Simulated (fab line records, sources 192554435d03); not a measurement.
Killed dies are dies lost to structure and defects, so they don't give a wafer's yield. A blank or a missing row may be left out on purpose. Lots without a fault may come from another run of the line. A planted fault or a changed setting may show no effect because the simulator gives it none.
Split-lot experiment | flow n5_finfet | 7 lots, 21 wafers read, on a route of 1938 steps

THE SPLIT
At N5_WELL_APT_PEB_06 (peb time 90 s), the setting peb_time_s was moved away from the recipe's 90 s on 7 of the 21 wafers read, by -12.0% to +15.2%. The other wafers ran this setting at the recipe's value.

FROM THE SPLIT TO THE READING: what the file shows between them, 2 steps
- N5_WELL_APT_DEVELOP_07: develop time 45 s
- N5_WELL_APT_HARDBAKE_12: time 120 s

THE READING
cd_nm, in nm, at N5_WELL_APT_CD_MEAS_08 (target cd 200 nm). Fault-free wafers of this fab line usually give 199.8 nm, standard deviation 1.7 nm.

wafer  | tool, chamber at the split | peb_time_s as run, s | against the recipe | cd_nm, nm | against lot-mates on the recipe
L077.2 | litho_track-02, 0          | 90                   | recipe             | 199.9     | -
L077.4 | litho_track-02, 0          | 90                   | recipe             | 201.3     | -
L077.6 | litho_track-02, 0          | 90                   | recipe             | 200.3     | -
L081.1 | litho_track-05, 0          | 96.21                | +6.9%              | 202.5     | +2.6
L081.2 | litho_track-05, 0          | 96.21                | +6.9%              | 201.1     | +1.2
L081.3 | litho_track-05, 0          | 90                   | recipe             | 199.9     | -
L087.1 | litho_track-04, 0          | 90                   | recipe             | 197.9     | -
L087.3 | litho_track-04, 0          | 90                   | recipe             | 197.2     | -
L087.6 | litho_track-04, 0          | 90                   | recipe             | 197.4     | -
L088.3 | litho_track-02, 0          | 90                   | recipe             | 203.3     | -
L088.4 | litho_track-02, 0          | 90                   | recipe             | 202.1     | -
L088.5 | litho_track-02, 0          | 90                   | recipe             | 203.1     | -
L089.2 | litho_track-05, 0          | 90                   | recipe             | 197.5     | -
L089.3 | litho_track-05, 0          | 103.5                | +15.0%             | 201.9     | +3.5
L089.4 | litho_track-05, 0          | 90                   | recipe             | 199.3     | -
L094.2 | litho_track-05, 0          | 103.7                | +15.2%             | 202.6     | +3.4
L094.5 | litho_track-05, 0          | 90                   | recipe             | 199.2     | -
L094.6 | litho_track-05, 0          | 103.7                | +15.2%             | 203.2     | +4.0
L097.1 | litho_track-04, 0          | 79.22                | -12.0%             | 197.5     | -0.6
L097.2 | litho_track-04, 0          | 79.22                | -12.0%             | 196.3     | -1.8
L097.3 | litho_track-04, 0          | 90                   | recipe             | 198.1     | -

THE FIT
A straight line over all 21 wafers: cd_nm changes by +0.211 nm for each +1% of peb_time_s; r = +0.66; the points scatter about the line by 1.8 nm.
The same after taking each lot's own level away (the mean of its wafers on the recipe; 21 wafers): +0.197 nm for each +1%; r = +0.90; scatter 0.68 nm.
On that fit, the largest move of peb_time_s shifts the reading by 3 nm.
The lots' own levels span 197.50 to 202.83 nm, that is 3.1 times the standard deviation above.
So the lot-to-lot level blurs the effect unless lot-mates are compared.
Check: with one of the wafers moved furthest among these (+15.2%) left out of the fit, the line predicts +3.21 nm for it against its lot-mates. It came out at +3.4 nm against them.

OTHER SPLITS ON THESE WAFERS
These wafers also went through other splits before the reading. Each is held against what the fit with the lots' levels taken away leaves over:
other split on the same wafers | wafers away from the commonest value | r with cd_nm (lot level and that fit taken away)
N5_WELL_APT_COAT_02 spin_rpm   | 4                                    | +0.17

THE WHOLE CHAIN: every reading that the file lists as answering this split, in the file's order
step                   | what it does             | reading                                                         | change (the file's fit)               | r (the file's)
N5_WELL_APT_CD_MEAS_08 | target cd 200 nm         | cd_nm                                                           | +0.209 nm for each +1% of the setting | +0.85
N5_WELL_APT_DESCUM_13  | chemistry O2, time 7.9 s | WELL_APT.cd_nm (the simulator's own value, which no gauge read) | +0.212 nm for each +1% of the setting | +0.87

THE FILE'S OWN FIT
cd_nm changes by +0.209 nm for each +1% of peb_time_s, r = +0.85.
